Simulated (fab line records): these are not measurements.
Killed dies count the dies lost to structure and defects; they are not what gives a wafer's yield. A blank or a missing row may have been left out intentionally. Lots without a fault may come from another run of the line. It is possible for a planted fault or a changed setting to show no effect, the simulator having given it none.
A struck lot beside a sound one | flow nand harc | 15 steps out of a route of 1159
Sound: wafers L690.2, L690.4, L690.6. Struck: wafers L689.2, L689.3. The cause is named last.
Order at every step that has rows: each side's tool, ch and its chambers, its first start. Under that, the readings that differ: sound wafers | struck wafers | difference of the means | sigmas: that difference in standard deviations of wafers without a fault.
alike: same words and numbers on both sides, and readings whose means sit less than 2 such deviations apart. not compared: any withheld reading, any reading some wafer has no value for, any bound like >300 that may hide the same value, and any number with overlapping values for which the record gives no deviation.
The two part at a step that has a row with sigmas, a row that says differs or no value, or rows on one side only. Numbers that have no deviation but don't overlap get no sigmas and don't part them. Lack of a reading on every wafer of one side parts them only where that side has two or more wafers.

first, 8 steps without rows for these wafers: NHARC_A_CONTACT_COAT_34 (time 75 s); NHARC_A_CONTACT_COAT_35 (time 65 s); NHARC_A_CONTACT_COAT_36 (resist thk 90 nm); NHARC_A_CONTACT_SOFTBAKE_37 (time 55 s); NHARC_A_CONTACT_EBR_38; NHARC_A_CONTACT_EXPOSE_39 (exposes mask A CC 3); NHARC_A_CONTACT_PEB_40 (peb time 65 s); NHARC_A_CONTACT_DEVELOP_41 (develop time 35 s).
NHARC_A_CONTACT_CD_MEAS_42: target cd 200 nm.
  sound on cd sem-02 ch 0, day 19 07:05; struck on cd sem-01 ch 0, day 19 08:51
  alike: cd nm
NHARC_A_CONTACT_OVL_MEAS_43:
  struck on overlay-01, day 19 08:56; sound on overlay-01, day 19 07:10
  alike: overlay x nm, overlay y nm
NHARC_A_CONTACT_INSPECT_44:
  struck on defect inspect-02, day 19 08:59; sound on defect inspect-02, day 19 07:12
  alike: raw defect count
NHARC_A_CONTACT_DESCUM_47: chemistry O2, time 3 s.
  sound on rie diel-07 ch 0,1,3, day 19 07:16; struck on rie diel-04 ch 1,2, day 19 09:03
  alike: drypump motor current A, oes product au, rf vpp V, showerhead plenum p Torr, throttle valve pct
  not compared: rf hours counter h
NHARC_A_CONTACT_ETCH_48: etches the open film in CF4, target depth 39 nm, time 65 s.
  sound on rie diel-07 ch 0,2, day 19 07:21; struck on rie diel-04 ch 1,3, day 19 09:07
  reading               | sound             | struck      | difference | sigmas
  oes product au (a.u.) | 1.006 0.999 0.999 | 0.818 0.817 | -0.184     | -15
  alike: bias w, drypump motor current A, rf vpp V, showerhead plenum p Torr, throttle valve pct
  not compared: rf hours counter h
NHARC_A_CONTACT_ETCH_49: etches the open film in N2/H2, target depth 260 nm, time 475.3 s.
  sound on rie diel-07 ch 0,2,3; struck on rie diel-04 ch 0,3
  alike: bias w, drypump motor current A, h2 flow sccm, n2 flow sccm, oes product au, rf vpp V, showerhead plenum p Torr, throttle valve pct
  not compared: rf hours counter h
-- record jumps: 3 days between struck wafers' starts before vs after; left off in module A_CONTACT, resumes in module END, first step shown is number 1159 of the route --
NHARC_END_SORT_01:
  sound on prober-02 ch 0, day 22 02:49; struck on prober-01 ch 0, day 22 14:52
  reading         | sound    | struck  | difference | sigmas
  killed at array | 36 37 24 | 533 491 | +480       | +44
  killed dies     | 46 44 32 | 540 501 | +480       | +44
  alike: killed at other, killed at periphery, killed open, killed short

WHERE THEY PART
Last at NHARC_END_SORT_01 as far as this record goes, first at NHARC_A_CONTACT_ETCH_48.

WHY: what had been put in by the simulator
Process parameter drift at NHARC_A_CONTACT_ETCH_48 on rie diel-04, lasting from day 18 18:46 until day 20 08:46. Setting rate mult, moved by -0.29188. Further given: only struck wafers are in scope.
